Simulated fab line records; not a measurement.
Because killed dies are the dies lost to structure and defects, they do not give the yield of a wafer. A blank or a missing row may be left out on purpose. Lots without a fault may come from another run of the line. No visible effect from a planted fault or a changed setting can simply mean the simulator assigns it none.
Chamber matching	flow n5 finfet	4 sister chambers for N5_BEOL_M4_STRIP_66 on rie diel-01
The step strips in CF4. 4 wafers are shown with their chamber, then 10 later ones without.

## WAFERS WITH THEIR CHAMBER
wafer	chamber	drypump motor current A (A)
L086.1	3	5.6
L086.3	2	5.3
L086.4	0	5.5
L086.5	1	5.0

## WAFERS MISSING THEIR CHAMBER
wafer	drypump motor current A (A)
L086.6	5.5
L088.3	5.6
L088.5	5.1
L088.6	5.2
L089.2	5.2
L089.4	5.2
L089.6	5.0
L094.2	5.1
L094.3	5.5
L094.4	5.6

## WHICH CHAMBER EACH ONE RAN IN
wafer	from the rows above	in truth
L086.6	can't be placed: 0 or 3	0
L088.3	can't be placed: 3 or 0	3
L088.5	can't be placed: 1 or 2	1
L088.6	can't be placed: 2 or 1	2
L089.2	can't be placed: 2 or 1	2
L089.4	can't be placed: 2 or 1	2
L089.6	1	1
L094.2	can't be placed: 1 or 2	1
L094.3	can't be placed: 0 or 3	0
L094.4	can't be placed: 3 or 0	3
Correct placement for 1 of the 10. Unplaceable from these rows: 9, with the true chamber sitting among the candidates in 9. Number placed wrongly: 0.
How it was worked out, from the rows above alone: a wafer's distance from a chamber is the root of the sum, over the readings, of the square of ((its reading less the chamber's mean) divided by the reading's scatter). The wafer belongs to the nearest chamber; if the next one is less than 2 further off, it can't be placed. For every chamber, the mean is computed from those of its wafers that are shown. The scatter: with one shown wafer a chamber, the root of the mean of the squares of how far each hidden wafer lies from its nearest shown one.
